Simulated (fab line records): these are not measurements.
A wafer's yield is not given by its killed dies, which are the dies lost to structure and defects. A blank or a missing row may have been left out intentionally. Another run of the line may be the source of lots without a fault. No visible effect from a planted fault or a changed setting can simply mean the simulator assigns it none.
Chamber matching	flow nand_harc	NHARC_A_CHANNEL_FILL_D1_ALD_25 on ald_hk-03 has 4 sister chambers
The step deposits SiOx, target thk 60 nm, pulse time 10 s, ald cycles 600. 8 wafers are shown with their chamber, then 11 later ones without.

## WAFERS, EACH WITH ITS CHAMBER
wafer	chamber	heater_power_w (W)	precursor_pulse_height_rel
L087.5	3	506	0.984
L087.6	0	434	1.047
L090.2	3	515	1.016
L090.3	2	531	0.979
L092.1	0	427	1.010
L092.3	2	509	0.993
L092.4	1	444	1.009
L093.1	1	425	1.016

## WAFERS WITH NO CHAMBER GIVEN
wafer	heater_power_w (W)	precursor_pulse_height_rel
L093.3	508	1.031
L093.4	414	0.980
L096.1	434	1.001
L096.2	508	1.008
L096.3	487	1.006
L096.4	431	1.013
L096.5	524	0.982
L096.6	424	1.002
L097.2	498	0.977
L097.3	425	0.998
L097.4	499	1.028

## CHAMBER TAKEN BY EACH
wafer	from the rows above	in truth
L093.3	can't be placed: 3 or 2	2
L093.4	can't be placed: 1 or 0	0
L096.1	can't be placed: 1 or 0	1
L096.2	can't be placed: 3 or 2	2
L096.3	can't be placed: 3 or 2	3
L096.4	can't be placed: 1 or 0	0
L096.5	can't be placed: 2 or 3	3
L096.6	can't be placed: 1 or 0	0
L097.2	can't be placed: 3 or 2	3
L097.3	can't be placed: 1 or 0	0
L097.4	can't be placed: 3 or 2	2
Correctly placed: 0 of 11. Can't be placed from these rows: 11 (the true chamber is among the candidates in 11). Placed wrongly: 0.
How it was worked out, from the rows above alone: a wafer's distance from a chamber is the root of the sum, over the readings, of the square of ((its reading less the chamber's mean) divided by the reading's scatter). If the next closest chamber is less than 2 further off than the closest, the wafer can't be placed; otherwise it belongs to the closest. The mean given for a chamber averages the wafers shown for that chamber. The scatter: the root of (the sum of the squares of (reading less its chamber's mean) over the shown wafers, divided by (wafers less chambers)).
